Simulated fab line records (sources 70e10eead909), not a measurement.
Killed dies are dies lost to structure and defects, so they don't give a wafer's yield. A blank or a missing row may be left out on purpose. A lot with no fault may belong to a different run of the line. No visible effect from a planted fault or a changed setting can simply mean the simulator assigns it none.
fab line records -- flow nand_harc
record: lots: 6, wafers: 18, last_day: 24
route steps=1159 shown A_BLC@987 A_M0@994
lots that met no fault: taken from a fault-free run of the same line
start_h: the number of hours between the record's first day and the start of the first shown wafer of the lot -- wait_h: hours elapsed since this lot's preceding step -- " unchanged from the row above -- L1.1+2: one row covering several wafers at once -- - no value, or no start was given -- * or withheld: withheld -- < > ~ a bound
route shown NAME@n: names a module that has steps shown in the file, with the first one's number in the route -- usual: the fault-free wafers' mean and standard deviation -- same: alike in all rows -- chamber/n: place in a boat -- sites: readings site by site -- _std_site: their standard deviation -- _edge_site: the outer-site mean with the inner-site mean subtracted -- radius_mm: how far each site lies from the wafer's centre -- mask NAME#n: copy n -- behind: the tool/chamber that last shaped the wafer -- hold: reason for holding the lot/hours on hold/outcome of the hold -- device: which transistor (n, p or np) failed to switch -- end of line: tests run on the same wafers once the route is complete -- a step given without rows: its recipe and nothing more -- killed: dies that structure and defects cost at the first sort, which is not the same as the wafer's yield -- map: per-die view of a wafer (x killed, . not killed, _ where there is no die)
set.NAME: the setting the step ran with; set.NAME@STEP: the setting that earlier step ran with -- model.NAME: the simulator's own value behind a step, which no gauge read
certain route steps with their lots: each step a table, each wafer a row
services: a tool's chamber out of use, with start hour (start_h, from the record's first day; less than 0 if before it), hours out, and reason
== steps ==
step: NHARC_A_BLC_PVD_32
recipe: target_thk_a: 50, chamber_pressure_pa: 5, power_w: 5000, substrate_temp_c: 200, time_s: 17.7, material: Ti
usual: chamber_pressure_pa: 5.000/0.0092, throttle_valve_pct: 30.4/1.3
lot.wafer,tool,chamber,start_h,wait_h,chamber_pressure_pa,throttle_valve_pct
L365.3,pvd_sputter-02,-,-,-,5.009,30.8
L365.2,pvd_sputter-02,-,-,-,5.010,31.5
L365.5,pvd_sputter-02,-,-,-,5.016,32.4
L364.1,pvd_sputter-01,-,-,-,4.991,29.8
L364.2,pvd_sputter-01,-,-,-,5.004,32.4
L364.6,pvd_sputter-01,-,-,-,4.993,30.4
L368.1,pvd_sputter-03,-,-,-,4.999,29.0
L368.4,pvd_sputter-03,-,-,-,4.995,29.3
L368.6,pvd_sputter-03,-,-,-,5.009,29.4
L376.3,pvd_sputter-03,-,-,-,4.993,29.9
L376.4,pvd_sputter-03,-,-,-,5.023,29.7
L376.5,pvd_sputter-03,-,-,-,4.984,29.9
L378.3,pvd_sputter-02,-,-,-,4.998,31.5
L378.1,pvd_sputter-02,-,-,-,5.006,30.8
L378.6,pvd_sputter-02,-,-,-,4.992,30.6
L383.3,pvd_sputter-01,-,-,-,5.009,30.2
L383.2,pvd_sputter-01,-,-,-,5.012,30.2
L383.4,pvd_sputter-01,-,-,-,4.999,27.0
step: NHARC_A_BLC_ALD_23
recipe: target_thk_a: 30, pulse_time_s: 1, ald_cycles: 150, temp_c: 450, material: TiN
usual: heater_power_w: 1044/78, precursor_pulse_height_rel: 1.001/0.022
same: ald_cycles: 150
lot.wafer,tool,chamber,start_h,wait_h,heater_power_w,precursor_pulse_height_rel
L365.3,ald_metal-01,3,407.79,-,1011,0.984
L365.2,ald_metal-01,0,407.79,-,1117,1.012
L365.5,ald_metal-01,3,407.79,-,1005,0.956
L364.1,ald_metal-01,0,429.21,-,1130,0.986
L364.2,ald_metal-01,1,429.21,-,1142,1.034
L364.6,ald_metal-01,1,429.21,-,1138,0.961
L368.1,ald_metal-01,0,438.12,-,1171,0.972
L368.4,ald_metal-01,2,438.12,-,1062,1.022
L368.6,ald_metal-01,0,438.12,-,1161,1.013
L376.3,ald_metal-04,3,497.10,-,994,0.952
L376.4,ald_metal-04,0,497.10,-,1040,1.047
L376.5,ald_metal-04,0,497.10,-,1026,0.973
L378.3,ald_metal-01,0,498.93,-,1104,0.980
L378.1,ald_metal-01,2,498.93,-,1027,0.976
L378.6,ald_metal-01,1,498.93,-,1163,0.996
L383.3,ald_metal-01,1,540.83,-,1156,0.991
L383.2,ald_metal-01,2,540.83,-,1013,1.020
L383.4,ald_metal-01,3,540.83,-,1039,0.995
step: NHARC_A_BLC_CVD_24
recipe: target_thk_a: 1500, temp_c: 300, pressure_torr: 40, wf6_flow_sccm: 40, h2_flow_sccm: 1600, ar_flow_sccm: 1560, time_s: 434, material: W
usual: heater_power_w: 484/52, throttle_valve_pct: 8.02/0.2
lot.wafer,tool,chamber,start_h,wait_h,heater_power_w,throttle_valve_pct
L365.2,cvd_w-01,0,-,-,519,7.97
L365.3,cvd_w-01,0,-,-,514,8.29
L365.5,cvd_w-01,1,-,-,516,8.24
L364.1,cvd_w-02,0,-,-,471,7.75
L364.2,cvd_w-02,1,-,-,415,8.19
L364.6,cvd_w-02,0,-,-,459,7.81
L368.1,cvd_w-01,1,-,-,507,7.91
L368.4,cvd_w-01,0,-,-,523,7.90
L368.6,cvd_w-01,0,-,-,531,7.98
L376.4,cvd_w-02,1,503.25,-,405,8.14
L376.3,cvd_w-02,0,503.25,-,474,7.78
L376.5,cvd_w-02,1,503.25,-,398,8.12
L378.1,cvd_w-02,1,-,-,404,8.22
L378.3,cvd_w-02,1,-,-,406,8.35
L378.6,cvd_w-02,0,-,-,471,7.86
L383.2,cvd_w-01,0,-,-,552,7.56
L383.4,cvd_w-01,0,-,-,536,7.81
L383.3,cvd_w-01,1,-,-,532,8.02
step: NHARC_A_BLC_CMP_25
recipe: t_overpolish_s: 30, target_thk_nm: 150
usual: motor_current_A: 12.3/1.3, overpolish_run_s: 30.000/0.0088, retaining_ring_pressure_frac: 1.000/0.0047, time_to_endpoint_s: 29.7/2.7
lot.wafer,tool,chamber,start_h,wait_h,motor_current_A,overpolish_run_s,retaining_ring_pressure_frac,time_to_endpoint_s
L365.3,cmp-04,2,410.71,0.3,10.5,30.010,1.004,27.2
L365.2,cmp-04,0,410.71,0.3,12.7,30.020,0.993,30.4
L365.5,cmp-04,2,410.71,0.3,10.9,30.009,0.999,24.0
L364.2,cmp-01,2,429.97,0.4,11.3,30.000,0.998,26.0
L364.1,cmp-01,0,429.97,0.4,15.4,29.999,1.000,28.4
L364.6,cmp-01,1,429.97,0.4,11.9,30.000,1.005,29.7
L368.1,cmp-01,1,444.41,0.4,11.5,30.010,1.003,31.9
L368.4,cmp-01,2,444.41,0.4,11.4,30.009,1.001,28.1
L368.6,cmp-01,1,444.41,0.4,12.0,29.989,1.001,32.5
L376.4,cmp-04,3,503.64,0.3,11.9,29.988,1.001,28.1
L376.3,cmp-04,2,503.64,0.3,10.9,29.983,0.998,28.8
L376.5,cmp-04,3,503.64,0.3,11.4,30.011,1.007,29.6
L378.1,cmp-02,1,504.56,0.4,14.8,30.002,0.999,26.5
L378.3,cmp-02,2,504.56,0.4,12.4,29.995,0.993,30.9
L378.6,cmp-02,0,504.56,0.4,12.0,30.013,0.993,27.2
L383.4,cmp-02,1,541.54,0.3,14.6,30.003,1.000,31.9
L383.2,cmp-02,2,541.54,0.3,12.1,29.996,0.995,35.9
L383.3,cmp-02,3,541.54,0.3,12.6,29.994,1.000,32.5
step: NHARC_A_BLC_SRD_27
step: NHARC_A_BLC_INSPECT_28
usual: raw_defect_count: 427/110
lot.wafer,tool,chamber,start_h,wait_h,raw_defect_count
L365.2,defect_inspect-02,-,411.12,0.1,385
L365.3,defect_inspect-02,-,411.12,0.1,560
L365.5,defect_inspect-02,-,411.12,0.1,514
L364.1,defect_inspect-01,-,430.35,0.1,358
L364.2,defect_inspect-01,-,430.35,0.1,352
L364.6,defect_inspect-01,-,430.35,0.1,402
L368.1,defect_inspect-02,-,444.79,0.1,377
L368.4,defect_inspect-02,-,444.79,0.1,596
L368.6,defect_inspect-02,-,444.79,0.1,722
L376.3,defect_inspect-02,-,504.04,0.1,434
L376.4,defect_inspect-02,-,504.04,0.1,290
L376.5,defect_inspect-02,-,504.04,0.1,276
L378.1,defect_inspect-02,-,504.92,0.1,432
L378.3,defect_inspect-02,-,504.92,0.1,447
L378.6,defect_inspect-02,-,504.92,0.1,405
L383.2,defect_inspect-01,-,541.95,0.1,370
L383.3,defect_inspect-01,-,541.95,0.1,375
L383.4,defect_inspect-01,-,541.95,0.1,397
step: NHARC_A_M0_DEP_00
recipe: target_thk_a: 1500, target_thk_nm: 150, temp_c: withheld, pressure_torr: 5, flow_sccm: 200, rf_w: 600, material: SiOC
step: NHARC_A_M0_DEHYDRATE_01
recipe: temp_c: 150, time_s: 120
step: NHARC_A_M0_HMDS_02
recipe: time_s: 30
step: NHARC_A_M0_COAT_33
recipe: temp_c: 200, time_s: 65
step: NHARC_A_M0_COAT_03
recipe: spin_rpm: 1500, resist_thk_nm: 90
step: NHARC_A_M0_SOFTBAKE_04
recipe: temp_c: 105, time_s: 55
usual: heater_power_total_W: 188.46/0.15, resist_line_temp_C: 23.00/0.097
lot.wafer,tool,chamber,start_h,wait_h,heater_power_total_W,resist_line_temp_C
L365.2,litho_track-01,0,411,-,188.74,22.92
L365.3,litho_track-01,0,411,-,188.46,22.96
L365.5,litho_track-01,0,411,-,188.42,22.95
L364.1,litho_track-06,0,430,-,195.88,23.02
L364.2,litho_track-06,0,430,-,196.07,23.10
L364.6,litho_track-06,0,430,-,195.91,23.10
L368.1,litho_track-06,0,445,-,196.03,23.06
L368.4,litho_track-06,0,445,-,196.08,23.03
L368.6,litho_track-06,0,445,-,195.96,23.05
L376.3,litho_track-06,0,504,-,188.61,22.90
L376.4,litho_track-06,0,504,-,188.33,22.98
L376.5,litho_track-06,0,504,-,188.44,22.80
L378.1,litho_track-04,0,505,-,188.54,23.00
L378.3,litho_track-04,0,505,-,188.77,22.98
L378.6,litho_track-04,0,505,-,188.72,23.17
L383.2,litho_track-01,0,542,-,188.36,23.03
L383.3,litho_track-01,0,542,-,188.62,22.95
L383.4,litho_track-01,0,542,-,188.37,23.15
step: NHARC_A_M0_EBR_05
== services ==
tool,chamber,start_h,hours,kind
pvd_sputter-02,-,388.15,2.2,repair
pvd_sputter-02,-,392.00,10.0,pm
cmp-04,-,395.86,0.3,repair
cmp-02,-,398.69,0.6,repair
ald_metal-01,0,399.02,6.8,repair
cmp-04,-,399.06,4.0,pm
cmp-02,-,400.53,1.0,repair
pvd_sputter-01,-,415.18,3.1,repair
cmp-02,-,422.76,4.0,pm
pvd_sputter-03,-,426.72,1.4,repair
cmp-01,-,440.44,2.1,repair
litho_track-01,-,443.00,7.0,pm
cmp-02,-,444.38,0.4,repair
cvd_w-01,0,448.95,4.7,repair
ald_metal-01,-,458.01,10.0,pm
pvd_sputter-03,-,458.03,10.0,pm
litho_track-06,-,467.00,7.0,pm
cmp-02,-,468.98,1.7,repair
cmp-01,-,473.50,4.0,pm
cvd_w-01,-,474.98,13.0,pm
pvd_sputter-03,-,489.15,2.4,repair
cmp-01,-,495.67,1.7,repair
cmp-04,-,497.06,4.0,pm
cmp-02,-,500.94,2.2,repair
== key ==
first_sign: step: NHARC_A_M0_SOFTBAKE_04, reading: heater_power_total_W, direction: up, sigmas: 51, usual: *, struck: *
effect none on later readings
met_at NHARC_A_M0_SOFTBAKE_04
struck_wafers L364.1,L364.2,L364.6,L368.1,L368.4,L368.6
fault: kind: process_parameter_drift, tool: litho_track-06, chamber: -, onset_h: 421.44, steps: NHARC_A_M0_SOFTBAKE_04, channel: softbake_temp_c, offset: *, shape: step, end_h: 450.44, acts_in: *, stated: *
